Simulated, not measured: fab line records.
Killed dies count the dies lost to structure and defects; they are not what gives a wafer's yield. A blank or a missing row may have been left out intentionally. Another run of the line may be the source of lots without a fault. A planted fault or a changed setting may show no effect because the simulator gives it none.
Chamber matching / flow n5Finfet / cvdCo-02 running N5_BEOL_M2_CO_CAP_55: 3 sister chambers
The step material Co, precursor CCTBA/H2, target thk 2 nm, time 102.1 s. 16 wafers are shown with their chamber, then 7 later ones without.

## WAFERS WITH THEIR CHAMBER
wafer=L446.1; chamber=0; heaterPowerOuterW (W)=122; heaterPowerW (W)=233
wafer=L446.2; chamber=1; heaterPowerOuterW (W)=89; heaterPowerW (W)=162
wafer=L446.3; chamber=2; heaterPowerOuterW (W)=138; heaterPowerW (W)=247
wafer=L447.2; chamber=1; heaterPowerOuterW (W)=88; heaterPowerW (W)=169
wafer=L447.4; chamber=1; heaterPowerOuterW (W)=88; heaterPowerW (W)=169
wafer=L447.5; chamber=0; heaterPowerOuterW (W)=119; heaterPowerW (W)=237
wafer=L452.1; chamber=2; heaterPowerOuterW (W)=133; heaterPowerW (W)=258
wafer=L452.2; chamber=1; heaterPowerOuterW (W)=91; heaterPowerW (W)=172
wafer=L452.5; chamber=1; heaterPowerOuterW (W)=88; heaterPowerW (W)=171
wafer=L458.2; chamber=2; heaterPowerOuterW (W)=134; heaterPowerW (W)=259
wafer=L458.3; chamber=1; heaterPowerOuterW (W)=88; heaterPowerW (W)=171
wafer=L458.5; chamber=1; heaterPowerOuterW (W)=88; heaterPowerW (W)=167
wafer=L460.2; chamber=2; heaterPowerOuterW (W)=135; heaterPowerW (W)=260
wafer=L460.3; chamber=0; heaterPowerOuterW (W)=117; heaterPowerW (W)=227
wafer=L460.5; chamber=0; heaterPowerOuterW (W)=122; heaterPowerW (W)=240
wafer=L462.2; chamber=1; heaterPowerOuterW (W)=90; heaterPowerW (W)=169

SIGNATURES (means of the wafers above)
reading=heaterPowerOuterW; chamber 0=120.00; chamber 1=88.75; chamber 2=135.00; scatter within a chamber=1.79
reading=heaterPowerW; chamber 0=234.25; chamber 1=168.75; chamber 2=256.00; scatter within a chamber=4.59
Rule: distance of a wafer from a chamber = root of the sum over the readings of ((wafer's reading minus chamber's mean) / reading's scatter) squared. If the next closest chamber is less than 2 further off than the closest, the wafer can't be placed; otherwise it belongs to the closest. The scatter: take each reading less its chamber's mean, square it, sum over the shown wafers, divide by the number of wafers less the number of chambers, and take the root.

## WAFERS WITHOUT THEIR CHAMBER
wafer=L462.5; heaterPowerOuterW (W)=91; heaterPowerW (W)=167
wafer=L463.1; heaterPowerOuterW (W)=89; heaterPowerW (W)=164
wafer=L463.2; heaterPowerOuterW (W)=121; heaterPowerW (W)=236
wafer=L463.3; heaterPowerOuterW (W)=134; heaterPowerW (W)=257
wafer=L465.1; heaterPowerOuterW (W)=138; heaterPowerW (W)=257
wafer=L465.3; heaterPowerOuterW (W)=92; heaterPowerW (W)=167
wafer=L465.4; heaterPowerOuterW (W)=137; heaterPowerW (W)=260

## WHICH CHAMBER EACH ONE RAN IN
wafer=L462.5; from the rows above=1; in truth=1
wafer=L463.1; from the rows above=1; in truth=1
wafer=L463.2; from the rows above=0; in truth=0
wafer=L463.3; from the rows above=2; in truth=2
wafer=L465.1; from the rows above=2; in truth=2
wafer=L465.3; from the rows above=1; in truth=1
wafer=L465.4; from the rows above=2; in truth=2
Correctly placed: 7 of 7. From these rows, 0 cannot be placed. Wrongly placed: 0.
